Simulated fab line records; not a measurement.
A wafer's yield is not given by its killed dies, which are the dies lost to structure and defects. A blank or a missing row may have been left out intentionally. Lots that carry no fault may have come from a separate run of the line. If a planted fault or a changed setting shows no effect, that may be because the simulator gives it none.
Matching of chambers | flow nand harc | NHARC_A_WL_FILL_CMP_12 on cmp-04 has 4 sister chambers
The step polishes, t overpolish 30 s, target thk 75 nm. 4 wafers are shown with their chamber, then 12 later ones without.

## WAFERS, EACH WITH ITS CHAMBER
wafer  | chamber | motor current A (A)
L086.2 | 2       | 10.9
L086.5 | 3       | 11.9
L087.3 | 0       | 13.0
L087.5 | 1       | 12.4

## WAFERS MISSING THEIR CHAMBER
wafer  | motor current A (A)
L093.1 | 11.5
L093.3 | 13.4
L093.5 | 11.0
L091.1 | 11.9
L091.2 | 13.3
L091.5 | 10.5
L095.1 | 13.4
L095.2 | 12.7
L095.5 | 13.0
L097.2 | 13.0
L097.3 | 12.6
L097.6 | 12.9

## WHICH CHAMBER EACH ONE RAN IN
wafer  | from the rows above          | in truth
L093.1 | can't be placed: 3 or 2 or 1 | 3
L093.3 | 0                            | 0
L093.5 | 2                            | 2
L091.1 | can't be placed: 3 or 1      | 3
L091.2 | 0                            | 0
L091.5 | 2                            | 2
L095.1 | 0                            | 0
L095.2 | can't be placed: 1 or 0 or 3 | 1
L095.5 | 0                            | 0
L097.2 | 0                            | 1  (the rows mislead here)
L097.3 | can't be placed: 1 or 0 or 3 | 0
L097.6 | can't be placed: 0 or 1      | 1
6 of 12 placed correctly. These rows do not allow placing 5 (true chamber among the candidates in 5). Number placed wrongly: 1.
How it was worked out, from the rows above alone: a wafer's distance from a chamber is the root of the sum, over the readings, of the square of ((its reading less the chamber's mean) divided by the reading's scatter). The wafer belongs to the nearest chamber; if the next one is less than 2 further off, it can't be placed. The mean given for a chamber averages the wafers shown for that chamber. The scatter: with one shown wafer a chamber, the root of the mean of the squares of how far each hidden wafer lies from its nearest shown one.
